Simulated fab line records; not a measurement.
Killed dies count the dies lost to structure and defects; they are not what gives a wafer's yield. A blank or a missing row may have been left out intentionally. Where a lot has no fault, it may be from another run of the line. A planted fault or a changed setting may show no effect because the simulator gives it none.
Split-lot trial | flow n5-finfet | on a route of 1938 steps: 7 lots, 39 wafers read

## SPLIT DETAILS
At N5_FIN_SAQP_SPACER1_ALD_24 (deposits SiO2, target thk 20.3 nm, pulse time 1 s, purge time 2 s), the setting ald-cycles was moved away from the recipe's 218 on 15 of the 39 wafers read, by -18.3% to +50.5%. For the rest of the wafers, this setting stayed at what the recipe calls for.

## FROM THE SPLIT TO THE READING: what the file shows between them, 2 steps
- N5_FIN_SAQP_SPACER1_ETCHBACK_25: etches SiO2 in CHF3/O2, target depth 24.4 nm, time 12.2 s
- N5_FIN_SAQP_MANDREL1_REMOVE_56: chemistry HBr/Cl2/O2, target a-Si, stops on SiNx, bt time 10 s

## THE READING
cd-nm, in nm, at N5_FIN_SAQP_CD_MEAS_27 (target cd 20 nm). A value of 20.37 nm with a standard deviation of 0.29 nm is what fault-free wafers of this fab line usually give.

wafer  | tool, chamber at the split | ald-cycles as run | against the recipe | cd-nm, nm | against lot-mates on the recipe
L076.1 | ald-sin-04, 1,3,0          | 218               | recipe             | 20.65     | -
L076.3 | ald-sin-04, 1,3,0          | 218               | recipe             | 20.54     | -
L076.4 | ald-sin-04, 1,3,0          | 218               | recipe             | 21.12     | -
L080.1 | ald-sin-01, 0,1            | 218               | recipe             | 20.20     | -
L080.2 | ald-sin-01, 2              | 218               | recipe             | 20.13     | -
L080.3 | ald-sin-01, 3,1            | 309               | +41.7%             | 28.87     | +8.47
L080.4 | ald-sin-01, 0,1            | 218               | recipe             | 20.86     | -
L080.5 | ald-sin-01, 2              | 309               | +41.7%             | 28.67     | +8.27
L080.6 | ald-sin-01, 3,1            | 309               | +41.7%             | 28.99     | +8.59
L082.1 | ald-sin-04, 3,2            | 218               | recipe             | 20.11     | -
L082.2 | ald-sin-04, 3,2            | 218               | recipe             | 21.01     | -
L082.3 | ald-sin-04, 1              | 218               | recipe             | 20.60     | -
L082.4 | ald-sin-04, 0,1            | 305               | +39.9%             | 28.54     | +7.97
L082.5 | ald-sin-04, 2              | 305               | +39.9%             | 28.62     | +8.05
L082.6 | ald-sin-04, 0,1            | 305               | +39.9%             | 28.45     | +7.88
L083.1 | ald-sin-03, 1,2,1          | 270               | +23.9%             | 24.92     | +4.58
L083.2 | ald-sin-03, 0              | 218               | recipe             | 20.19     | -
L083.3 | ald-sin-03, 1,2,1          | 270               | +23.9%             | 25.33     | +4.99
L083.4 | ald-sin-03, 3              | 218               | recipe             | 20.32     | -
L083.5 | ald-sin-03, 0              | 218               | recipe             | 20.50     | -
L083.6 | ald-sin-03, 1,2,1          | 270               | +23.9%             | 25.47     | +5.13
L087.1 | ald-sin-03, 0,1            | 218               | recipe             | 20.15     | -
L087.2 | ald-sin-03, 2,1,3,2        | 218               | recipe             | 20.52     | -
L087.3 | ald-sin-03, 2,1,3,2        | 218               | recipe             | 21.05     | -
L087.4 | ald-sin-03, 2,1,3,2        | 218               | recipe             | 20.03     | -
L087.5 | ald-sin-03, 0,1            | 218               | recipe             | 19.93     | -
L087.6 | ald-sin-03, 2,1,3,2        | 218               | recipe             | 20.12     | -
L090.1 | ald-sin-03, 3,0,2          | 218               | recipe             | 20.46     | -
L090.2 | ald-sin-03, 3,0,2          | 218               | recipe             | 20.48     | -
L090.3 | ald-sin-03, 1              | 328               | +50.5%             | 30.67     | +10.27
L090.4 | ald-sin-03, 3,0,2          | 218               | recipe             | 20.26     | -
L090.5 | ald-sin-03, 1,2            | 328               | +50.5%             | 30.81     | +10.41
L090.6 | ald-sin-03, 1,2            | 328               | +50.5%             | 31.08     | +10.68
L092.1 | ald-sin-01, 3,0            | 218               | recipe             | 19.93     | -
L092.2 | ald-sin-01, 1              | 218               | recipe             | 20.17     | -
L092.3 | ald-sin-01, 2,0,3          | 178               | -18.3%             | 16.30     | -3.75
L092.4 | ald-sin-01, 3,0            | 218               | recipe             | 20.05     | -
L092.5 | ald-sin-01, 2,0,3          | 178               | -18.3%             | 16.16     | -3.89
L092.6 | ald-sin-01, 2,0,3          | 178               | -18.3%             | 16.61     | -3.44
When a row names more than one chamber, that row covers several wafers, and the file does not tell which wafer ran in which chamber.

FIT RESULTS
A straight line over all 39 wafers: cd-nm changes by +0.206 nm for each +1% of ald-cycles; r = +1.00; the points scatter about the line by 0.31 nm.
The same after taking each lot's own level away (the mean of its wafers on the recipe; 39 wafers): +0.204 nm for each +1%; r = +1.00; scatter 0.26 nm.
Per that fit: largest ald-cycles move, reading shift of 10 nm.
Measured against the standard deviation above, the lots' own levels, which go from 20.050 to 20.770 nm, span 2.5 times it.
So the lot-to-lot level changes the slope little: the two slopes agree.
Check: for one of the wafers moved furthest among these (+50.5%), held out of the fit, the line's prediction against its lot-mates is +10.3 nm. Against them it came out at +10.3 nm.

## THE WHOLE CHAIN: every reading that the file lists as answering this split, in the file's order
step                           | what it does                                                      | reading                                                                                 | change (the file's fit)               | r (the file's)
N5_FIN_SAQP_SPACER1_ALD_24     | deposits SiO2, target thk 20.3 nm, pulse time 1 s, purge time 2 s | SiO2_of_FIN_SAQP_SPACER1_ALD_24.thk-nm (the simulator's own value, which no gauge read) | +0.204 nm for each +1% of the setting | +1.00
N5_FIN_SAQP_MANDREL1_REMOVE_56 | chemistry HBr/Cl2/O2, target a-Si, stops on SiNx, bt time 10 s    | FIN_SAQP.cd-nm (the simulator's own value, which no gauge read)                         | +0.204 nm for each +1% of the setting | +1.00
N5_FIN_SAQP_CD_MEAS_27         | target cd 20 nm                                                   | cd-nm                                                                                   | +0.204 nm for each +1% of the setting | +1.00

## THE FILE'S OWN FIT
cd-nm changes by +0.204 nm for each +1% of ald-cycles, r = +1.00.
